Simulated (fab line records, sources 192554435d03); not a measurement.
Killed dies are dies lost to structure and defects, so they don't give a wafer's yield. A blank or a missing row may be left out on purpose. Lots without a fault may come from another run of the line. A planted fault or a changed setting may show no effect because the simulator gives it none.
Chamber matching | flow n5_finfet | N5_FIN_CUT_CUT_ETCH_26 on rie_diel-05: 4 sister chambers
The step etches SiNx in CH3F/O2, target depth 39 nm, time 55.7 s. 8 wafers are shown with their chamber, then 9 later ones without.

WAFERS WITH THEIR CHAMBER
wafer  | chamber | showerhead_plenum_p_Torr (Torr) | rf_vpp_V (V)
L081.1 | 1       | 1.93                            | 303
L082.3 | 2       | 2.08                            | 288
L087.2 | 0       | 2.12                            | 309
L087.3 | 1       | 1.92                            | 301
L087.4 | 3       | 2.08                            | 302
L090.1 | 0       | 2.12                            | 311
L090.2 | 3       | 2.07                            | 301
L090.3 | 2       | 2.08                            | 288

WAFERS WITHOUT THEIR CHAMBER
wafer  | showerhead_plenum_p_Torr (Torr) | rf_vpp_V (V)
L092.1 | 2.12                            | 311
L092.2 | 2.07                            | 300
L092.3 | 1.92                            | 302
L092.4 | 2.08                            | 288
L092.5 | 1.92                            | 302
L092.6 | 2.08                            | 288
L093.1 | 2.11                            | 311
L093.3 | 2.07                            | 301
L093.5 | 2.07                            | 301

WHICH CHAMBER EACH WENT THROUGH
wafer  | from the rows above | in truth
L092.1 | 0                   | 0
L092.2 | 3                   | 3
L092.3 | 1                   | 1
L092.4 | 2                   | 2
L092.5 | 1                   | 1
L092.6 | 2                   | 2
L093.1 | 0                   | 0
L093.3 | 3                   | 3
L093.5 | 3                   | 3
Placed correctly: 9 of 9. Can't be placed from these rows: 0. Placed wrongly: 0.
How it was worked out, from the rows above alone: a wafer's distance from a chamber is the root of the sum, over the readings, of the square of ((its reading less the chamber's mean) divided by the reading's scatter). The wafer belongs to the nearest chamber; if the next one is less than 2 further off, it can't be placed. A chamber's mean is the mean of its shown wafers. The scatter: the root of (the sum of the squares of (reading less its chamber's mean) over the shown wafers, divided by (wafers less chambers)).
